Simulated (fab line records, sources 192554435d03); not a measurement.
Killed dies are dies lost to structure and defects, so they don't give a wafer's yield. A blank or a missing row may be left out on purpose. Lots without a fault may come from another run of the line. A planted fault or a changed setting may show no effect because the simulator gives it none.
Problem report in the 8D (eight disciplines) form, filled by code | flow n5_finfet | the parts of the form that need people (team, actions taken, sign-off) are left out

1. THE PROBLEM
cd_nm at N5_BEOL_M13_CD_MEAS_28 reads a mean of 247.3 nm on 1 wafer of 1 lot; wafers without a fault read 209.4 nm with a standard deviation of 0.99. That is +38 standard deviations from the usual mean.
The step: target cd 209.5 nm.
First seen on wafer L908.6, day 13 10:22, on cd_sem-01. The record holds 38 wafers of 13 lots with a number at this step. Rule for "out", or "out of limits": more than 4 standard deviations from the usual mean. The other wafers with a number count as sound.

2. WHAT IT IS AND WHAT IT IS NOT
question                    | is                | is not
which readings at this step | cd_nm             | -
which lots                  | L908              | L901, L902, L904, L905, L916, L917, L919, L920, L921, L922, L923, L924
which wafers of those lots  | L908.6            | L908.4
read on which gauges        | cd_sem-01         | cd_sem-02, cd_sem-03
when                        | from day 13 10:22 | up to then (13 sound wafers); but 24 sound wafers of L916, L917, L919, L920, L921, L922, L923, L924 came after

3. SUSPECTS, AND WHAT RULES EACH OUT
Counting: a tool at a process step up to the reading stays a suspect if it ran every lot that is out. Sound lots after the first of them don't rule it out here, since some wafers of a struck lot are sound.
- the gauge at N5_BEOL_M13_CD_MEAS_28: ruled out. All the wafers that are out were read on cd_sem-01, but those of them that N5_BEOL_M15_RC_MEAS_101 has rows for are out there too, on other tools.
- rie_diel-05 at N5_BEOL_M13_DESCUM_15 (chemistry O2, time 7.9 s): kept. It ran the lot that is out, L908 (day 13 09:24); its last sound lot up to then is L905 (day 12 16:34).
- rie_diel-05 at N5_BEOL_M13_ETCH_59 (etches BARC in N2/H2, target depth 89 nm, overetch 26.7 nm, time 67.9 s): kept. It ran the lot that is out, L908 (day 13 09:26); its last sound lot up to then is L905 (day 12 16:36).
- krf_scanner-01 at N5_BEOL_M13_EXPOSE_25 (exposes mask M13, target cd 210 nm): kept. It ran the lot that is out, L908 (day 13 10:13); its last sound lot up to then is L904 (day 12 05:24).
- Within rie_diel-05 at N5_BEOL_M13_DESCUM_15: the wafers that are out ran in chamber 1; their sound lot-mates ran in chamber 3.
- Within rie_diel-05 at N5_BEOL_M13_ETCH_59: the wafers that are out ran in chamber 1; their sound lot-mates ran in chamber 3.
Left after counting: rie_diel-05 at N5_BEOL_M13_DESCUM_15, rie_diel-05 at N5_BEOL_M13_ETCH_59, krf_scanner-01 at N5_BEOL_M13_EXPOSE_25.

4. THE CAUSE (what the simulator had put in)
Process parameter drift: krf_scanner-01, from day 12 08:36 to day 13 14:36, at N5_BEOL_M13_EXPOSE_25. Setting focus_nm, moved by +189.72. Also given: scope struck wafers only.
Counting left 3 suspects, and this tool is among them.

5. THE CHAIN OF EFFECTS, in route order
Each row: a reading whose mean over the struck wafers that have a number lies more than 3 standard deviations from the usual. Only readings for which the record gives a usual standard deviation are gone through. hours: the time from each lot's start at the first step in this table that gives one to its start at this step, as a median over the lots. sigmas: the change in usual standard deviations.
hours | step                    | reading           | usual        | on struck wafers | change | sigmas
0     | N5_BEOL_M13_CD_MEAS_28  | cd_nm             | 209.4 nm     | 247.3            | +37.9  | +38
17    | N5_BEOL_M15_RC_MEAS_101 | SERP_M13          | 0.309 ohm/um | 0.243            | -0.066 | -11
17    | N5_BEOL_M15_RC_MEAS_101 | SERP_M13_max_site | 0.313 ohm/um | 0.247            | -0.066 | -11

6. WHAT WOULD HAVE CAUGHT IT SOONER
In this record the first reading out of limits at a measuring or inspecting step was taken at day 13 10:22, 26 hours after the fault began at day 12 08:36.
All the lots that are out (1) had begun N5_BEOL_M13_EXPOSE_25 on krf_scanner-01 by day 13 10:22. A hold on the tool at that time would have spared none of them.
